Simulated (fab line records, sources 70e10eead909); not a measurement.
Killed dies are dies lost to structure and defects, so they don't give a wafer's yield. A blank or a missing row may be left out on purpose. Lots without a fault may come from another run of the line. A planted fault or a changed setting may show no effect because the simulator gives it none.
fab line records | flow nand_harc
record lots=24 wafers=72 last_day=33
route steps=1302 shown P_M2@328 P_BONDPAD@369 A_CHANNEL_HOLE_D1@474 A_CHANNEL_FILL_D1@499
lots that met no fault: from a run of the same line without faults
start_h: hours from the record's first day to the start of the lot's first wafer shown | wait_h: hours since the lot's step before | " the same as in the row above | L1.1+2: a row that stands for several wafers | - no value, or no start given | * or withheld: withheld | < > ~ a bound
route shown NAME@n: a module of which the file shows steps, and the number in the route of the first | usual: mean/standard deviation of fault-free wafers | same: alike in all rows | chamber/n: place in a boat | sites: the reading at each site | _std_site: their standard deviation | _edge_site: outer sites' mean less inner sites' | radius_mm: how far each site lies from the wafer's centre | mask NAME#n: copy n | behind: the tool/chamber that last shaped the wafer | hold: why the lot was held/for how many hours/how that ended | device: the transistor (n, p or np) that didn't switch | end of line: the same wafers' tests at the end of the route | a step without rows: its recipe alone | killed: dies lost to structure and defects at the first sort, not the wafer's yield | map: a wafer's dies, x killed, . not, _ none there
set.NAME: the setting as run; set.NAME@STEP: as run at that earlier step | model.NAME: the simulator's own value behind a step, which no gauge read
steps of the route over a sample of lots; a table a step, a row a wafer
services: from which hour (start_h, from the record's first day; less than 0 if before it) a tool's chamber was out of use, for how many hours, and why
## steps
# step NHARC_P_M2_CD_MEAS_09
# recipe target_cd_nm=170 landing_energy_ev=500
# usual cd_nm=169.7/0.86
# columns lot.wafer tool chamber start_h wait_h cd_nm
L074.1 cd_sem-01 0 134.04 - 170.7
L074.2 " 0 " " 169.8
L074.5 " 0 " " 170.0
L075.1 cd_sem-01 0 137.19 - 172.1
L075.2 " 0 " " 171.4
L075.5 " 0 " " 170.9
L076.1 cd_sem-02 0 148.82 - 170.9
L076.3 " 0 " " 170.9
L076.6 " 0 " " 170.2
L077.1 cd_sem-03 0 160.28 - 170.9
L077.2 " 0 " " 170.1
L077.5 " 0 " " 170.8
L078.4 cd_sem-01 0 172.22 - 169.4
L078.5 " 0 " " 169.5
L078.6 " 0 " " 168.7
L079.3 cd_sem-03 0 177.37 - 168.1
L079.4 " 0 " " 168.6
L079.6 " 0 " " 169.3
L080.2 cd_sem-01 0 194.82 - 168.4
L080.4 " 0 " " 168.4
L080.5 " 0 " " 169.2
L081.2 cd_sem-01 0 204.58 - 170.0
L081.4 " 0 " " 169.9
L081.5 " 0 " " 169.3
L082.2 cd_sem-01 0 210.27 - 170.7
L082.4 " 0 " " 170.0
L082.6 " 0 " " 169.5
L083.2 cd_sem-01 0 228.01 - 169.4
L083.3 " 0 " " 169.3
L083.5 " 0 " " 169.1
L084.1 cd_sem-01 0 232.27 - 169.7
L084.2 " 0 " " 170.5
L084.3 " 0 " " 170.1
L085.1 cd_sem-02 0 236.06 - 168.7
L085.3 " 0 " " 168.8
L085.6 " 0 " " 170.0
L086.2 cd_sem-01 0 247.34 - 169.5
L086.4 " 0 " " 169.4
L086.6 " 0 " " 169.5
L087.1 cd_sem-02 0 258.86 - 169.3
L087.2 " 0 " " 168.3
L087.6 " 0 " " 170.2
L089.2 cd_sem-02 0 277.54 - 169.1
L089.4 " 0 " " 169.7
L089.5 " 0 " " 169.4
L088.3 cd_sem-03 0 279.95 - 171.1
L088.5 " 0 " " 170.0
L088.6 " 0 " " 171.2
L090.1 cd_sem-01 0 297.34 - 169.2
L090.2 " 0 " " 168.4
L090.3 " 0 " " 168.7
L091.2 cd_sem-03 0 299.66 - 169.5
L091.3 " 0 " " 171.0
L091.6 " 0 " " 169.4
L092.1 cd_sem-01 0 309.74 - 170.1
L092.3 " 0 " " 171.1
L092.5 " 0 " " 171.2
L093.3 cd_sem-02 0 319.06 - 169.0
L093.5 " 0 " " 168.7
L093.6 " 0 " " 169.7
L094.1 cd_sem-02 0 334.49 - 168.5
L094.4 " 0 " " 169.5
L094.5 " 0 " " 168.4
L095.1 cd_sem-02 0 338.31 - 170.4
L095.4 " 0 " " 170.6
L095.5 " 0 " " 170.9
L096.4 cd_sem-01 0 351.61 - 168.2
L096.5 " 0 " " 168.1
L096.6 " 0 " " 169.4
L097.1 cd_sem-01 0 361.80 - 168.3
L097.3 " 0 " " 169.4
L097.4 " 0 " " 169.8
# step NHARC_P_M2_DESCUM_14
# recipe time_s=3 o2_flow_sccm=200 ar_flow_sccm=0 bias_power_w=0 chemistry=O2
# usual drypump_motor_current_A=5.8/0.42 oes_product_au=0.995/0.012 rf_vpp_V=57.6/0.81 showerhead_plenum_p_Torr=1.88/0.061 throttle_valve_pct=11.311/0.0087
# same time_s=3
# columns lot.wafer tool chamber start_h wait_h drypump_motor_current_A oes_product_au rf_hours_counter_h rf_vpp_V showerhead_plenum_p_Torr throttle_valve_pct
L074.2 rie_diel-04 3 134.23 0.1 5.9 1.002 6.7 58.0 1.97 11.313
L074.1 " 2 " " 4.8 0.982 8.0 57.1 1.80 11.308
L074.5 " 0 " " 5.7 0.997 - 57.9 1.90 11.316
L075.1 rie_diel-04 1 137.38 0.1 6.2 0.994 8.3 57.4 2.00 11.318
L075.2 " 2 " " 4.7 0.977 8.1 59.0 1.81 11.303
L075.5 " 2 " " 4.8 0.980 - 57.0 1.80 11.325
L076.1 rie_diel-10 2 149.00 0.1 5.3 0.980 1.6 56.7 1.89 11.317
L076.3 " 1 " " 5.7 0.988 2.3 57.4 1.81 11.308
L076.6 " 3 " " 6.4 1.022 - 58.0 1.96 11.322
L077.1 rie_diel-10 3 160.48 0.1 6.4 1.019 2.8 56.3 1.96 11.317
L077.2 " 1 " " 5.7 0.972 2.5 56.7 1.80 11.308
L077.5 " 3 " " 6.4 1.010 - 58.8 1.96 11.324
L078.4 rie_diel-08 2 172.39 0.1 6.2 0.990 8.7 58.2 1.81 11.311
L078.6 " 2 " " 6.2 0.997 - 58.4 1.81 11.325
L078.5 " 3 " " 5.5 0.998 - 57.9 1.86 11.305
L079.3 rie_diel-08 1 177.57 0.1 5.9 0.988 9.3 57.8 1.89 11.301
L079.4 " 2 " " 6.2 0.995 8.8 57.4 1.81 11.306
L079.6 " 3 " " 5.5 1.000 - 57.4 1.86 11.322
L080.2 rie_diel-04 2 195.03 0.1 4.7 1.001 0.3 55.7 1.80 11.312
L080.4 " 3 " " 5.9 0.982 - 59.2 1.97 11.316
L080.5 " 0 " " 5.7 0.988 - 57.4 1.90 11.301
L081.2 rie_diel-10 1 204.78 0.1 5.7 0.978 6.9 57.1 1.80 11.300
L081.4 " 2 " " 5.3 0.981 6.5 58.5 1.89 11.309
L081.5 " 0 " " 5.9 1.007 - 57.6 1.95 11.303
L082.2 rie_diel-08 3 210.46 0.1 5.5 0.995 0.7 57.2 1.86 11.291
L082.4 " 1 " " 5.8 0.987 0.3 58.4 1.89 11.298
L082.6 " 3 " " 5.5 1.001 - 59.0 1.86 11.323
L083.3 rie_diel-04 1 228.20 0.1 6.1 0.988 2.1 56.6 2.00 11.320
L083.2 " 2 " " 4.7 1.006 3.1 57.8 1.80 11.319
L083.5 " 1 " " 6.1 0.972 - 57.4 2.00 11.297
L084.2 rie_diel-08 1 232.45 0.1 5.8 0.989 1.4 57.9 1.89 11.314
L084.1 " 2 " " 6.2 0.969 1.3 56.8 1.81 11.303
L084.3 " 0 " " 5.9 0.980 1.7 59.0 1.85 11.322
L085.3 rie_diel-04 2 236.25 0.1 4.7 1.008 3.4 58.8 1.80 11.313
L085.1 " 1 " " 6.2 0.979 2.4 57.6 2.00 11.313
L085.6 " 2 " " 4.7 1.012 - 56.5 1.80 11.304
L086.4 rie_diel-08 2 247.54 0.1 6.2 0.980 1.9 57.8 1.81 11.316
L086.2 " 3 " " 5.5 0.993 2.2 58.1 1.86 11.308
L086.6 " 1 " " 5.8 0.993 - 57.6 1.89 11.303
L087.2 rie_diel-08 2 259.04 0.1 6.2 0.974 2.7 56.8 1.81 11.308
L087.1 " 1 " " 5.9 0.989 2.9 57.9 1.89 11.331
L087.6 " 2 " " 6.2 0.980 - 57.6 1.81 11.303
L089.4 rie_diel-08 3 277.72 0.1 5.5 1.004 3.8 56.9 1.86 11.304
L089.2 " 1 " " 5.9 0.994 3.6 57.8 1.89 11.290
L089.5 " 3 " " 5.5 1.007 - 56.9 1.86 11.301
L088.3 rie_diel-10 1 280.14 0.1 5.7 1.014 1.2 57.9 1.80 11.314
L088.5 " 0 " " 5.8 1.018 - 56.1 1.95 11.301
L088.6 " 1 " " 5.7 1.016 - 57.2 1.80 11.306
L090.1 rie_diel-10 0 297.54 0.1 5.8 1.010 2.0 58.4 1.95 11.320
L090.2 " 1 " " 5.7 1.016 1.6 56.9 1.80 11.316
L090.3 " 2 " " 5.2 0.982 2.2 57.9 1.89 11.308
L091.2 rie_diel-04 1 299.84 0.1 6.2 0.979 5.7 58.4 2.00 11.321
L091.3 " 3 " " 5.9 1.003 6.0 57.7 1.97 11.332
L091.6 " 2 " " 4.7 1.021 - 57.4 1.80 11.327
L092.1 rie_diel-08 2 309.95 0.1 6.2 0.985 4.6 57.9 1.80 11.315
L092.3 " 3 " " 5.5 0.997 4.9 57.1 1.86 11.306
L092.5 " 0 " " 5.9 0.990 - 58.8 1.85 11.302
L093.3 rie_diel-08 2 319.26 0.1 6.2 0.994 4.7 56.8 1.80 11.308
L093.6 " 0 " " 5.9 0.984 - 59.6 1.85 11.306
L093.5 " 1 " " 5.8 0.990 - 58.6 1.89 11.311
L094.1 rie_diel-08 1 334.67 0.1 5.9 0.982 5.7 56.2 1.89 11.312
L094.4 " 2 " " 6.2 0.995 5.3 57.9 1.80 11.320
L094.5 " 2 " " 6.2 1.000 - 56.5 1.80 11.314
L095.1 rie_diel-10 0 338.51 0.1 5.8 1.026 4.3 58.6 1.95 11.304
L095.4 " 1 " " 5.7 1.012 3.9 56.7 1.80 11.319
L095.5 " 3 " " 6.4 1.015 - 56.3 1.96 11.313
L096.4 rie_diel-08 2 351.78 0.1 6.3 1.000 6.1 57.4 1.80 11.306
L096.5 " 2 " " 6.2 0.982 - 56.8 1.80 11.320
L096.6 " 3 " " 5.5 1.000 - 56.2 1.86 11.295
L097.3 rie_diel-08 1 361.99 0.1 5.8 1.000 6.7 58.4 1.89 11.309
L097.4 " 2 " " 6.3 0.994 6.5 59.5 1.80 11.314
L097.1 " 0 " " 5.9 0.990 6.9 57.0 1.85 11.308
# step NHARC_P_M2_DEGAS_29
# recipe temp_c=250 time_s=60
# usual heater_power_w=332/38
# same time_s=60
# columns lot.wafer tool chamber start_h wait_h heater_power_w
L074.1 pvd_sputter-03 - 135.25 - 338
L074.2 " - " " 353
L074.5 " - " " 333
L075.2 pvd_sputter-03 - 138.40 - 315
L075.1 " - " " 354
L075.5 " - " " 357
L076.3 pvd_sputter-01 - 150.02 - 383
L076.1 " - " " 305
L076.6 " - " " 385
L077.2 pvd_sputter-02 - 161.50 - 397
L077.1 " - " " 339
L077.5 " - " " 274
L078.4 pvd_sputter-01 - 173.42 - 301
L078.6 " - " " 299
L078.5 " - " " 347
L079.3 pvd_sputter-02 - 178.58 - 331
L079.4 " - " " 304
L079.6 " - " " 334
L080.4 pvd_sputter-02 - 196.08 - 344
L080.2 " - " " 302
L080.5 " - " " 275
L081.2 pvd_sputter-02 - 205.78 - 307
L081.4 " - " " 404
L081.5 " - " " 301
L082.4 pvd_sputter-03 - 211.88 - 312
L082.2 " - " " 354
L082.6 " - " " 361
L083.2 pvd_sputter-02 - 229.22 - 406
L083.3 " - " " 298
L083.5 " - " " 279
L084.1 pvd_sputter-03 - 233.47 - 375
L084.2 " - " " 326
L084.3 " - " " 300
L085.1 pvd_sputter-02 - 237.27 - 272
L085.3 " - " " 402
L085.6 " - " " 267
L086.4 pvd_sputter-01 - 248.55 - 378
L086.2 " - " " 287
L086.6 " - " " 321
L087.2 pvd_sputter-01 - 260.08 - 343
L087.1 " - " " 324
L087.6 " - " " 290
L089.2 pvd_sputter-02 - 278.75 - 339
L089.4 " - " " 279
L089.5 " - " " 335
L088.3 pvd_sputter-01 - 281.17 - 379
L088.6 " - " " 286
L088.5 " - " " 351
L090.3 pvd_sputter-03 - 298.55 - 322
L090.2 " - " " 310
L090.1 " - " " 349
L091.3 pvd_sputter-03 - 300.91 - 319
L091.2 " - " " 362
L091.6 " - " " 324
L092.1 pvd_sputter-02 - 310.95 - 302
L092.3 " - " " 286
L092.5 " - " " 344
L093.3 pvd_sputter-03 - 320.26 - 309
L093.6 " - " " 305
L093.5 " - " " 363
L094.4 pvd_sputter-02 - 335.72 - 281
L094.1 " - " " 392
L094.5 " - " " 345
L095.1 pvd_sputter-02 - 339.52 - 282
L095.4 " - " " 395
L095.5 " - " " 402
L096.4 pvd_sputter-01 - 352.83 - 343
L096.6 " - " " 325
L096.5 " - " " 377
L097.4 pvd_sputter-02 - 363.01 - 396
L097.3 " - " " 352
L097.1 " - " " 299
# step NHARC_P_BONDPAD_ETCH_12
# recipe target_depth_a=2000 time_s=100 chf3_flow_sccm=50 o2_flow_sccm=10 ar_flow_sccm=200 rf_w=500 bias_w=200 chemistry=CHF3/O2
# usual drypump_motor_current_A=5.9/0.41 oes_product_au=0.939/0.025 rf_vpp_V=370.3/2.1 showerhead_plenum_p_Torr=2.39/0.091 throttle_valve_pct=20.572/0.0097
# same time_s=100
# columns lot.wafer tool chamber start_h wait_h drypump_motor_current_A oes_product_au rf_hours_counter_h rf_vpp_V showerhead_plenum_p_Torr throttle_valve_pct
L074.2 rie_diel-11 1 - - 6.1 0.920 2.6 369.4 2.32 20.590
L074.1 " 2 " " 6.0 0.945 2.0 374.5 2.58 20.566
L074.5 " 3 " " 5.1 0.913 - 374.2 2.56 20.586
L075.2 rie_diel-02 3 - - 5.7 0.967 3.3 371.9 2.46 20.580
L075.1 " 0 " " 6.0 0.953 3.2 370.7 2.37 20.550
L075.5 " 2 " " 6.3 0.970 - 367.0 2.28 20.563
L076.1 rie_diel-12 0 - - 6.0 0.926 3.7 368.9 2.35 20.592
L076.3 " 3 " " 5.1 0.929 3.4 372.5 2.48 20.582
L076.6 " 1 " " 5.8 0.923 - 369.1 2.34 20.583
L077.1 rie_diel-11 2 - - 6.0 0.947 3.1 373.4 2.58 20.584
L077.2 " 3 " " 5.1 0.899 3.4 374.6 2.56 20.568
L077.5 " 0 " " 6.7 0.948 - 372.7 2.49 20.572
L078.4 rie_diel-02 2 - - 6.4 0.927 3.8 367.8 2.28 20.571
L078.5 " 3 " " 5.7 0.926 - 371.7 2.46 20.570
L078.6 " 0 " " 6.0 0.899 - 368.1 2.37 20.576
L079.3 rie_diel-12 1 - - 5.8 0.918 4.8 369.4 2.34 20.587
L079.4 " 3 " " 5.1 0.937 5.1 372.7 2.48 20.571
L079.6 " 1 " " 5.8 0.922 - 368.4 2.34 20.567
L080.2 rie_diel-02 3 - - 5.7 0.931 4.9 372.8 2.46 20.576
L080.4 " 1 " " 5.8 0.935 4.4 368.3 2.29 20.572
L080.5 " 3 " " 5.7 0.922 - 373.9 2.46 20.586
L081.4 rie_diel-02 2 - - 6.3 0.973 4.6 367.7 2.28 20.557
L081.2 " 3 " " 5.7 0.982 5.1 371.5 2.45 20.571
L081.5 " 0 " " 6.0 0.957 - 370.3 2.37 20.581
L082.2 rie_diel-11 0 - - 6.7 0.951 6.0 372.1 2.48 20.569
L082.6 " 3 " " 5.1 0.900 - 373.3 2.56 20.584
L082.4 " 0 " " 6.7 0.951 - 372.0 2.48 20.565
L083.3 rie_diel-02 2 - - 6.3 0.988 0.1 368.1 2.28 20.560
L083.2 " 0 " " 6.0 0.966 0.1 370.3 2.37 20.572
L083.5 " 2 " " 6.4 0.987 - 368.5 2.28 20.577
L084.3 rie_diel-11 1 - - 6.1 0.913 7.9 369.3 2.32 20.575
L084.1 " 2 " " 6.0 0.953 5.1 371.7 2.58 20.593
L084.2 " 3 " " 5.1 0.920 7.3 372.6 2.56 20.578
L085.1 rie_diel-02 2 - - 6.3 0.984 0.8 366.2 2.28 20.587
L085.3 " 1 " " 5.7 0.962 0.6 368.0 2.29 20.578
L085.6 " 2 " " 6.4 0.987 - 368.7 2.28 20.584
L086.4 rie_diel-12 0 - - 5.9 0.920 8.5 369.6 2.34 20.591
L086.2 " 1 " " 5.8 0.930 7.9 369.1 2.34 20.568
L086.6 " 3 " " 5.1 0.925 - 371.6 2.48 20.583
L087.2 rie_diel-02 2 - - 6.4 0.951 1.2 367.6 2.28 20.563
L087.1 " 0 " " 6.0 0.937 0.9 370.4 2.37 20.580
L087.6 " 3 " " 5.7 0.923 - 370.8 2.45 20.555
L089.4 rie_diel-02 3 - - 5.7 0.931 1.4 372.1 2.45 20.582
L089.2 " 0 " " 6.0 0.937 1.1 369.8 2.37 20.564
L089.5 " 3 " " 5.6 0.930 - 371.1 2.45 20.568
L088.3 rie_diel-02 0 - - 6.0 0.924 1.3 370.0 2.37 20.558
L088.6 " 1 " " 5.8 0.925 - 368.8 2.29 20.561
L088.5 " 2 " " 6.3 0.931 - 369.2 2.28 20.559
L090.1 rie_diel-12 1 - - 5.8 0.933 2.2 371.3 2.34 20.581
L090.3 " 2 " " 5.6 0.922 2.2 369.3 2.38 20.564
L090.2 " 0 " " 5.9 0.912 1.3 370.3 2.34 20.563
L091.2 rie_diel-12 1 - - 5.8 0.984 2.4 369.0 2.34 20.573
L091.3 " 3 " " 5.1 0.914 1.4 370.9 2.48 20.579
L091.6 " 0 " " 6.0 0.938 - 368.5 2.34 20.554
L092.1 rie_diel-12 0 - - 6.0 0.921 2.0 369.0 2.34 20.566
L092.3 " 3 " " 5.1 0.901 2.3 372.3 2.48 20.572
L092.5 " 0 " " 5.9 0.924 - 369.3 2.34 20.577
L093.3 rie_diel-12 1 - - 5.8 0.949 3.1 370.7 2.34 20.574
L093.5 " 2 " " 5.6 0.924 - 369.7 2.38 20.574
L093.6 " 3 " " 5.1 0.907 - 373.2 2.48 20.564
L094.1 rie_diel-02 2 - - 6.3 0.986 3.1 367.6 2.28 20.574
L094.4 " 1 " " 5.8 0.956 2.8 368.8 2.29 20.569
L094.5 " 2 " " 6.3 0.988 - 367.8 2.28 20.573
L095.1 rie_diel-11 3 - - 5.1 0.924 4.4 373.2 2.55 20.577
L095.4 " 2 " " 6.0 0.918 4.9 374.0 2.58 20.582
L095.5 " 3 " " 5.1 0.900 - 373.4 2.55 20.574
L096.4 rie_diel-11 2 - - 6.0 0.981 5.1 375.1 2.58 20.572
L096.6 " 1 " " 6.2 0.975 - 368.7 2.32 20.566
L096.5 " 2 " " 6.0 0.973 - 373.0 2.58 20.586
L097.3 rie_diel-02 1 - - 5.7 0.964 3.9 369.1 2.29 20.575
L097.1 " 3 " " 5.7 0.976 4.2 372.4 2.45 20.563
L097.4 " 0 " " 6.0 0.981 3.9 369.3 2.37 20.564
# step NHARC_A_CHANNEL_HOLE_D1_ETCH_22
# recipe bias_v=3000 source_w=withheld pressure_mtorr=20 time_s=666.7 ar_flow_sccm=375 c4f8_flow_sccm=89.3 o2_flow_sccm=35.7 temp_c=-20 target_depth_a=16000 chemistry=C4F8/O2/Ar
# usual drypump_motor_current_A=6.00/0.28 showerhead_plenum_p_Torr=3.69/0.06 throttle_valve_pct=32.154/0.0095
# same time_s=666.7
# columns lot.wafer tool chamber start_h wait_h drypump_motor_current_A rf_hours_counter_h showerhead_plenum_p_Torr throttle_valve_pct
L074.2 har_etch-01 1 182.62 0.4 6.21 89 3.73 32.172
L074.1 " 0 " " 6.16 89 3.73 32.154
L074.5 " 0 " " 6.18 - 3.73 32.130
L075.2 har_etch-02 1 188.42 0.4 6.18 298 3.64 32.140
L075.1 " 0 " " 5.53 298 3.77 32.157
L075.5 " 1 " " 6.14 - 3.64 32.139
L076.1 har_etch-01 1 203.23 0.4 6.19 101 3.73 32.147
L076.3 " 1 " " 6.21 - 3.73 32.142
L076.6 " 0 " " 6.15 - 3.73 32.142
L077.1 har_etch-01 0 214.51 0.4 6.16 108 3.72 32.149
L077.2 " 1 " " 6.19 108 3.72 32.139
L077.5 " 1 " " 6.18 - 3.72 32.156
L078.4 har_etch-02 1 220.85 0.4 6.16 - 3.63 32.164
L078.5 " 0 " " 5.54 - 3.75 32.161
L078.6 " 1 " " 6.16 - 3.63 32.154
L079.3 har_etch-01 0 229.98 0.4 6.14 - 3.72 32.157
L079.4 " 1 " " 6.21 - 3.72 32.160
L079.6 " 0 " " 6.16 - 3.72 32.166
L080.2 har_etch-02 1 247.71 0.4 6.20 333 3.63 32.162
L080.4 " 0 " " 5.51 - 3.75 32.155
L080.5 " 1 " " 6.21 - 3.63 32.161
L081.2 har_etch-02 1 262.36 0.4 6.12 340 3.62 32.155
L081.4 " 0 " " 5.56 - 3.74 32.141
L081.5 " 1 " " 6.14 - 3.62 32.149
L082.2 har_etch-01 1 264.11 0.4 6.18 131 3.71 32.153
L082.4 " 0 " " 6.17 - 3.71 32.163
L082.6 " 1 " " 6.20 - 3.71 32.163
L083.2 har_etch-02 0 281.18 0.4 5.54 352 3.74 32.158
L083.3 " 0 " " 5.55 - 3.74 32.155
L083.5 " 0 " " 5.56 - 3.74 32.171
L084.2 har_etch-01 1 282.15 0.4 6.20 142 3.70 32.152
L084.1 " 0 " " 6.15 142 3.70 32.164
L084.3 " 0 " " 6.16 - 3.70 32.135
L085.1 har_etch-02 0 285.24 0.4 5.54 356 3.73 32.150
L085.3 " 0 " " 5.53 - 3.73 32.152
L085.6 " 0 " " 5.52 - 3.73 32.160
L086.2 har_etch-02 0 301.39 0.4 5.56 364 3.73 32.176
L086.4 " 0 " " 5.57 - 3.73 32.159
L086.6 " 1 " " 6.14 - 3.61 32.151
L087.1 har_etch-02 1 311.93 0.4 6.16 371 3.61 32.155
L087.2 " 0 " " 5.53 371 3.73 32.141
L087.6 " 1 " " 6.13 - 3.61 32.144
L089.2 har_etch-01 0 326.81 0.4 6.16 165 3.69 32.158
L089.4 " 1 " " 6.19 - 3.69 32.170
L089.5 " 0 " " 6.16 - 3.69 32.160
L088.3 har_etch-02 1 330.58 0.4 6.15 - 3.60 32.137
L088.5 " 1 " " 6.16 - 3.60 32.165
L088.6 " 0 " " 5.56 - 3.72 32.151
L091.2 har_etch-02 0 345.96 0.4 5.58 390 3.71 32.158
L091.3 " 0 " " 5.54 - 3.71 32.168
L091.6 " 0 " " 5.54 - 3.71 32.157
L090.2 har_etch-01 1 346.32 0.4 6.19 181 3.68 32.150
L090.1 " 0 " " 6.15 181 3.68 32.150
L090.3 " 0 " " 6.17 - 3.68 32.157
L092.1 har_etch-02 1 359.70 0.4 6.15 398 3.59 32.155
L092.3 " 1 " " 6.17 - 3.59 32.153
L092.5 " 0 " " 5.52 - 3.71 32.154
L093.3 har_etch-02 0 372.91 0.4 5.57 - 3.70 32.149
L093.5 " 0 " " 5.54 - 3.70 32.139
L093.6 " 1 " " 6.18 - 3.59 32.137
L094.1 har_etch-01 1 389.23 0.4 6.20 203 3.67 32.152
L094.4 " 1 " " 6.20 - 3.67 32.156
L094.5 " 1 " " 6.19 - 3.67 32.156
L095.1 har_etch-01 1 393.30 0.4 6.19 207 3.67 32.172
L095.4 " 0 " " 6.15 - 3.67 32.135
L095.5 " 1 " " 6.19 - 3.67 32.165
L096.4 har_etch-01 1 403.39 0.4 6.17 - 3.66 32.161
L096.6 " 1 " " 6.18 - 3.66 32.157
L096.5 " 0 " " 6.16 - 3.66 32.150
L097.1 har_etch-02 1 412.11 0.4 6.21 12 3.93 32.166
L097.4 " 1 " " 6.16 - 3.93 32.150
L097.3 " 0 " " 5.55 - 3.70 32.160
# step NHARC_A_CHANNEL_FILL_D1_ETCHBACK_19
# recipe target_depth_a=50 time_s=1.7 hbr_flow_sccm=150 cl2_flow_sccm=50 rf_w=400 icp_w=400 bias_w=100 chemistry=HBr/Cl2
# usual drypump_motor_current_A=5.6/0.4 mfc_cl2_sccm=49.98/0.15 oes_product_au=1.002/0.013 throttle_valve_pct=26.406/0.009
# same time_s=1.7
# columns lot.wafer tool chamber start_h wait_h drypump_motor_current_A mfc_cl2_sccm oes_product_au rf_hours_counter_h throttle_valve_pct
L074.2 rie_si-02 0 211.73 0.4 5.2 49.92 1.006 0.5 26.404
L074.1 " 1 " " 5.5 49.71 0.983 0.6 26.416
L074.5 " 0 " " 5.2 49.97 1.009 - 26.402
L075.2 rie_si-02 1 218.31 0.4 5.5 49.98 0.976 0.7 26.420
L075.1 " 2 " " 5.9 50.19 1.013 0.7 26.406
L075.5 " 3 " " 5.1 49.97 1.002 - 26.394
L076.1 rie_si-02 2 234.07 0.4 5.9 50.08 1.019 0.8 26.408
L076.3 " 1 " " 5.5 49.72 0.998 0.7 26.395
L076.6 " 3 " " 5.1 49.67 1.008 - 26.407
L077.1 rie_si-05 0 245.60 0.4 5.0 49.98 1.006 0.7 26.407
L077.2 " 2 " " 6.4 49.90 0.971 0.6 26.409
L077.5 " 1 " " 5.8 50.08 1.014 - 26.402
L078.4 rie_si-05 2 252.78 0.4 6.4 49.98 0.975 0.6 26.406
L078.6 " 1 " " 5.8 50.20 1.006 - 26.408
L078.5 " 2 " " 6.4 50.08 0.983 - 26.387
L079.4 rie_si-02 3 259.55 0.4 5.1 49.91 1.024 0.9 26.398
L079.3 " 0 " " 5.2 50.16 1.004 0.8 26.414
L079.6 " 1 " " 5.5 49.93 0.979 - 26.417
L080.4 rie_si-04 2 278.58 0.4 5.6 49.84 0.996 0.7 26.406
L080.2 " 3 " " 5.6 50.08 1.004 0.7 26.417
L080.5 " 0 " " 5.8 49.81 0.977 - 26.422
L082.2 rie_si-05 0 291.36 0.4 5.0 50.10 0.999 1.0 26.392
L082.4 " 3 " " 5.5 49.94 0.987 1.0 26.410
L082.6 " 0 " " 5.0 49.95 0.997 - 26.400
L081.4 rie_si-02 1 291.39 0.4 5.5 50.19 0.985 0.0 26.391
L081.2 " 2 " " 5.9 49.78 1.018 0.0 26.393
L081.5 " 3 " " 5.1 49.94 1.016 - 26.389
L083.2 rie_si-04 3 311.40 0.4 5.5 49.98 0.995 0.9 26.405
L083.3 " 0 " " 5.8 49.81 0.979 1.0 26.414
L083.5 " 0 " " 5.8 50.09 0.984 - 26.418
L084.1 rie_si-02 2 311.41 0.4 5.9 49.82 1.011 0.1 26.397
L084.2 " 3 " " 5.1 49.94 1.010 0.1 26.413
L084.3 " 0 " " 5.2 49.95 0.981 0.1 26.410
L085.1 rie_si-05 0 316.54 0.4 4.9 49.92 1.018 0 26.401
L085.3 " 1 " " 5.8 50.12 1.016 0 26.405
L085.6 " 3 " " 5.5 50.03 1.027 - 26.398
L086.2 rie_si-02 1 330.33 0.4 5.5 49.85 1.001 0.2 26.406
L086.4 " 2 " " 5.9 50.37 1.023 0.2 26.404
L086.6 " 0 " " 5.2 49.77 0.998 - 26.394
L087.2 rie_si-04 3 341.24 0.4 5.5 50.16 1.003 1.0 26.406
L087.1 " 1 " " 6.1 50.22 1.009 1.2 26.402
L087.6 " 0 " " 5.8 50.05 0.976 - 26.412
L089.4 rie_si-05 0 355.97 0.4 5.0 49.76 1.017 0.1 26.396
L089.2 " 1 " " 5.8 49.92 0.991 0.2 26.415
L089.5 " 3 " " 5.5 49.72 1.018 - 26.397
L088.3 rie_si-04 3 361.08 0.4 5.5 50.07 0.996 0.1 26.396
L088.6 " 2 " " 5.6 49.91 1.006 - 26.412
L088.5 " 3 " " 5.5 49.88 0.987 - 26.407
L090.1 rie_si-02 2 375.99 0.4 5.9 49.75 1.011 0.5 26.392
L090.3 " 3 " " 5.1 50.19 1.002 0.6 26.406
L090.2 " 0 " " 5.2 50.14 0.998 0.6 26.402
L091.3 rie_si-05 1 375.99 0.4 5.8 49.92 1.005 0.3 26.395
L091.2 " 0 " " 5.0 49.95 1.029 0.2 26.397
L091.6 " 2 " " 6.4 50.10 1.014 - 26.390
L092.3 rie_si-04 2 390.08 0.4 5.6 49.88 0.997 0.3 26.398
L092.1 " 1 " " 6.1 49.94 0.989 0.3 26.401
L092.5 " 2 " " 5.6 49.98 0.994 - 26.401
L093.3 rie_si-02 3 402.08 0.4 5.1 49.91 1.003 0.8 26.401
L093.5 " 3 " " 5.1 50.08 1.008 - 26.409
L093.6 " 0 " " 5.2 49.95 0.991 - 26.401
L094.1 rie_si-02 0 418.33 0.4 5.2 50.04 1.004 0.9 26.418
L094.4 " 1 " " 5.5 50.25 0.991 0.8 26.403
L094.5 " 2 " " 5.9 50.20 1.016 - 26.415
L095.4 rie_si-04 2 426.35 0.4 5.6 50.19 0.999 0.5 26.420
L095.1 " 3 " " 5.5 50.16 0.989 0.3 26.413
L095.5 " 0 " " 5.8 49.97 0.997 - 26.418
L096.4 rie_si-02 0 432.60 0.4 5.2 49.98 0.997 - 26.391
L096.6 " 2 " " 5.9 49.75 1.007 - 26.401
L096.5 " 3 " " 5.1 50.14 0.999 - 26.411
L097.1 rie_si-05 0 441.22 0.4 5.0 49.99 1.026 0.6 26.398
L097.4 " 1 " " 5.8 49.88 0.996 0.7 26.399
L097.3 " 3 " " 5.5 50.37 0.998 0.7 26.410
## services
# columns tool chamber start_h hours kind
pvd_sputter-03 - 120.94 6.9 repair
rie_si-05 - 128.00 9.0 pm
rie_diel-02 0 129.67 8.1 repair
pvd_sputter-02 - 163.89 1.7 repair
pvd_sputter-03 - 170.00 10.0 pm
rie_diel-12 2 173.10 4.2 repair
rie_diel-08 - 190.85 9.0 pm
rie_diel-02 1 195.72 2.0 repair
rie_si-02 3 202.52 6.6 repair
rie_diel-02 - 216.70 9.0 pm
rie_diel-12 2 219.45 3.8 repair
rie_diel-12 2 254.22 6.8 repair
rie_diel-12 - 268.40 9.0 pm
rie_si-02 - 277.02 9.0 pm
pvd_sputter-02 - 282.00 10.0 pm
pvd_sputter-02 - 296.20 9.9 repair
rie_diel-08 - 367.85 9.0 pm
har_etch-02 - 377.00 17.0 pm
rie_diel-02 3 378.12 4.8 repair
rie_diel-02 - 393.70 9.0 pm
rie_si-02 3 404.78 11.6 repair
rie_si-02 1 430.99 8.6 repair
rie_diel-02 - 437.11 0.4 repair
rie_si-02 3 438.19 4.3 repair
## key
fault none
